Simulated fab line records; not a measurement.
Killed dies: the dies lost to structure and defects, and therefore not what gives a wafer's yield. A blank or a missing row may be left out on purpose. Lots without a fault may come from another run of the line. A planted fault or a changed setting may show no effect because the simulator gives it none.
Struck lot and sound lot, side by side | flow nandHarc | 42 steps out of a route of 1302
Sound: wafers L819.1, L819.2, L819.3. Wafers L825.3, L825.5, L825.6 were the ones struck. The cause is named last.
For every step that has rows: the tool of each side, followed by ch and its chambers, followed by its first start. Under that, the readings that differ: sound wafers | struck wafers | difference of the means | sigmas: that difference in standard deviations of wafers without a fault.
alike: same words and numbers on both sides, and readings whose means sit less than 2 such deviations apart. not compared: any withheld reading, any reading some wafer has no value for, any bound like >300 that may hide the same value, and any number with overlapping values for which the record gives no deviation.
The two part at a step that has a row with sigmas, a row that says differs or no value, or rows on one side only. Numbers that have no deviation but don't overlap get no sigmas and don't part them. A reading missing from all wafers of one side parts the sides only when that side holds two or more wafers.

first, 5 steps without rows for these wafers: NHARC_A_SGD_CUT_PRECLEAN_18 (cleans in SC1); NHARC_A_SGD_CUT_SRD_19; NHARC_A_SGD_CUT_DEP_20 (deposits SiO2, target thk 150 nm); NHARC_A_SGD_CUT_ANNEAL_27 (time 1800 s); NHARC_A_SGD_CUT_CMP_21 (polishes, target thk 148.19 nm).
NHARC_A_SGD_CUT_THK_MEAS_22: measures by ellipsometry.
  sound on filmMetro-02 at day 22 17:10; struck on filmMetro-02 at day 24 23:29
  alike: thkNm
then, 3 steps without rows for these wafers: NHARC_A_SGD_CUT_SRD_23; NHARC_A_SGD_CUT_ETCH_26 (etches SiO2 in dHF, target depth 45.8 nm); NHARC_A_SGD_CUT_ETCHBACK_24 (etches the open film in CH3F/O2, target depth 50 nm, time 92.857 s).
NHARC_A_SGD_CUT_STRIP_28: strips in O2, time 20 s.
  sound on rieDiel-07 ch 0,2,3; struck on rieDiel-07 ch 0,1,3
  alike: drypumpMotorCurrentA, oesProductAu, rfVppV, showerheadPlenumPTorr, throttleValvePct
  not compared: rfHoursCounterH
NHARC_A_SGD_CUT_INSPECT_25:
  sound on defectInspect-02 at day 22 17:38; struck on defectInspect-01 at day 24 23:57
  alike: rawDefectCount
then, 1 step without rows for these wafers: NHARC_A_SLIT_DEP_25 (deposits SiO2, target thk 200 nm).
NHARC_A_SLIT_DEP_00: deposits aC, target thk 6200 nm.
  sound on aclDep-01 ch 0, day 22 18:20; struck on aclDep-01 ch 0, day 25 01:37
  alike: throttleValvePct
NHARC_A_SLIT_DEP_23: deposits SiON, target thk 100 nm.
  sound on pecvd-02 ch 0,1,2, day 22 22:08; struck on pecvd-01 ch 1,2, day 25 04:11
  alike: heaterPowerW
then, 8 steps without rows for these wafers: NHARC_A_SLIT_DEHYDRATE_01 (time 120 s); NHARC_A_SLIT_HMDS_02 (time 30 s); NHARC_A_SLIT_COAT_03 (resist thk 90 nm); NHARC_A_SLIT_SOFTBAKE_04 (time 55 s); NHARC_A_SLIT_EBR_05; NHARC_A_SLIT_EXPOSE_06 (exposes mask SLIT); NHARC_A_SLIT_PEB_07 (peb time 65 s); NHARC_A_SLIT_DEVELOP_08 (develop time 35 s).
NHARC_A_SLIT_CD_MEAS_09: target cd 300 nm.
  sound on cdSem-01 ch 0, day 22 22:49; struck on cdSem-01 ch 0, day 25 04:43
  alike: cdNm
NHARC_A_SLIT_OVL_MEAS_10:
  sound on overlay-01 at day 22 22:54; struck on overlay-02 at day 25 04:48
  alike: overlayXNm, overlayYNm
NHARC_A_SLIT_INSPECT_11:
  sound on defectInspect-02 at day 22 22:56; struck on defectInspect-02 at day 25 04:50
reading        | sound       | struck      | difference | sigmas
rawDefectCount | 123 107 106 | 785 849 828 | +709       | +22
then, 2 steps without rows for these wafers: NHARC_A_SLIT_DESCUM_14 (chemistry O2, time 3 s); NHARC_A_SLIT_ETCH_24 (etches the open film in CF4/CHF3, target depth 121 nm, time 60.5 s).
NHARC_A_SLIT_ETCH_15: etches the open film in O2/COS, target depth 6200 nm, time 1612 s.
  sound on rieDiel-11 ch 0,2,3; struck on rieDiel-04 ch 0,1
  alike: drypumpMotorCurrentA, oesProductAu, rfVppV, showerheadPlenumPTorr, throttleValvePct
  not compared: rfHoursCounterH
then, 3 steps without rows for these wafers: NHARC_A_SLIT_ETCH_17 (etches the open film in C4F8/O2/Ar, time 4254.5 s, target depth 20300 nm); NHARC_A_SLIT_ETCH_26 (etches the open film in C4F8/O2/Ar, time 90 s, target depth 400 nm); NHARC_A_SLIT_STRIP_28 (strips in O2/COS).
NHARC_A_SLIT_ETCH_29: etches the open film in CF4/O2, target depth 100 nm, overetch 10 nm, time 55 s.
  sound on rieDiel-01 ch 0,2,3, day 23 05:11; struck on rieDiel-11 ch 0,1, day 25 10:41
  alike: drypumpMotorCurrentA, oesProductAu, rfVppV, showerheadPlenumPTorr, throttleValvePct
  not compared: rfHoursCounterH
then, 3 steps without rows for these wafers: NHARC_A_SLIT_STRIP_18 (strips in O2); NHARC_A_SLIT_PRECLEAN_19 (cleans in SC1); NHARC_A_SLIT_SRD_20.
NHARC_A_SLIT_CD_MEAS_21:
  sound on cdSem-02 at day 23 05:43; struck on cdSem-03 at day 25 11:15
  alike: cdNm
then, 3 steps without rows for these wafers: NHARC_A_SIN_REMOVE_WET_00 (chemistry H3PO4, time 15300 s); NHARC_A_SIN_REMOVE_PRECLEAN_01 (cleans in SC1); NHARC_A_SIN_REMOVE_SRD_02.
NHARC_A_SIN_REMOVE_INSPECT_04:
  sound on defectInspect-02 at day 23 12:20; struck on defectInspect-01 at day 25 17:49
reading        | sound       | struck        | difference | sigmas
rawDefectCount | 485 382 442 | 988 1126 1112 | +639       | +7
NHARC_A_WL_FILL_ALD_00: deposits Al2O3, target thk 3 nm, pulse time 3 s, ald cycles 30.
  sound on aldHk-04 ch 0,1,3, day 23 12:25; struck on aldHk-02 ch 1,2,3, day 25 17:56
  alike: heaterPowerW, precursorPulseHeightRel
-- the record jumps here: 4 days lie between the struck wafers' starts before and after (it left off in module A_WL_FILL and takes up again in module END, whose first step shown is number 1302 of the route) --
NHARC_END_SORT_01:
  here the record holds rows for the struck wafers (prober-01 ch 0, day 29 13:11) but none for the sound ones

WHERE THEY PART
Earliest at NHARC_A_SLIT_INSPECT_11; latest, in this record, at NHARC_END_SORT_01.

WHY: the cause the simulator had injected
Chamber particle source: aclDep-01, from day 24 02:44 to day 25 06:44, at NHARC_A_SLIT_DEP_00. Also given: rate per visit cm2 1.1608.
